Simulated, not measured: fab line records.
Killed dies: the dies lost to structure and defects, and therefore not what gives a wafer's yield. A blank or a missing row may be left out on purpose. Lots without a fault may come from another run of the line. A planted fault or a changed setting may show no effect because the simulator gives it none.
Matching of chambers | flow nand-harc | NHARC_A_BLC_ETCH_16 on rie-diel-11: 4 sister chambers
The step etches the open film in CF4, target depth 39 nm, time 65 s. 4 wafers are shown with their chamber, then 7 later ones without.

WAFERS PAIRED WITH THEIR CHAMBERS
wafer  | chamber | drypump-motor-current-A (A)
L078.2 | 0       | 5.7
L089.4 | 1       | 5.6
L091.2 | 3       | 5.8
L091.3 | 2       | 5.3

WAFERS WITHOUT THEIR CHAMBER
wafer  | drypump-motor-current-A (A)
L091.6 | 5.7
L090.1 | 5.8
L090.5 | 5.3
L090.6 | 5.5
L095.2 | 5.4
L095.3 | 5.8
L095.6 | 5.8

THE CHAMBER EACH PASSED THROUGH
wafer  | from the rows above          | in truth
L091.6 | can't be placed: 0 or 3 or 1 | 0
L090.1 | can't be placed: 3 or 0      | 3
L090.5 | 2                            | 2
L090.6 | can't be placed: 1 or 0 or 2 | 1
L095.2 | can't be placed: 2 or 1      | 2
L095.3 | can't be placed: 3 or 0      | 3
L095.6 | can't be placed: 3 or 0      | 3
Correct placement for 1 of the 7. Cannot be placed on the basis of these rows: 6; the candidates contain the true chamber in 6. Placed wrongly: 0.
How it was worked out, from the rows above alone: a wafer's distance from a chamber is the root of the sum, over the readings, of the square of ((its reading less the chamber's mean) divided by the reading's scatter). If the next closest chamber is less than 2 further off than the closest, the wafer can't be placed; otherwise it belongs to the closest. Each chamber's mean is taken over the wafers shown for it. The scatter (one wafer shown for each chamber): square how far every hidden wafer sits from the nearest shown wafer, average those squares and take the square root.
